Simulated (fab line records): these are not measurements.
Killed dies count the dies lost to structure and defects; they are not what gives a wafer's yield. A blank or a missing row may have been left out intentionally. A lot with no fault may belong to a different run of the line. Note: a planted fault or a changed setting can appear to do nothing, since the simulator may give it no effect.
Chamber matching	flow n5-finfet	4 sister chambers for N5_BEOL_M5_ETCH_72 on rie-diel-06
The step etches underlayer in N2/H2, target depth 6.5 nm, time 5.2 s. 8 wafers are shown with their chamber, then 8 later ones without.

## EACH WAFER AND ITS CHAMBER
wafer	chamber	showerhead-plenum-p-Torr (Torr)	throttle-valve-pct (%)
L074.5	0	2.65	18.1
L077.5	3	2.44	18.1
L079.1	1	2.55	17.2
L079.4	3	2.44	18.1
L087.1	2	2.47	17.8
L087.5	0	2.64	18.2
L087.6	1	2.55	17.3
L092.1	2	2.46	17.9

## WAFERS WITHOUT THEIR CHAMBER
wafer	showerhead-plenum-p-Torr (Torr)	throttle-valve-pct (%)
L092.4	2.54	17.2
L092.6	2.46	17.9
L095.1	2.63	18.2
L095.5	2.43	18.1
L095.6	2.46	17.9
L096.1	2.54	17.3
L096.2	2.63	18.2
L096.4	2.43	18.1

## WHICH CHAMBER EACH ONE RAN IN
wafer	from the rows above	in truth
L092.4	1	1
L092.6	2	2
L095.1	0	0
L095.5	3	3
L095.6	2	2
L096.1	1	1
L096.2	0	0
L096.4	3	3
Placed correctly: 8 of 8. Not placeable from these rows: 0. Number placed wrongly: 0.
How it was worked out, from the rows above alone: a wafer's distance from a chamber is the root of the sum, over the readings, of the square of ((its reading less the chamber's mean) divided by the reading's scatter). The wafer belongs to the nearest chamber; if the next one is less than 2 further off, it can't be placed. Each chamber's mean is taken over the wafers shown for it. The scatter is the square root of a quotient: the sum, over the shown wafers, of each reading's squared deviation from its chamber's mean, divided by wafers minus chambers.
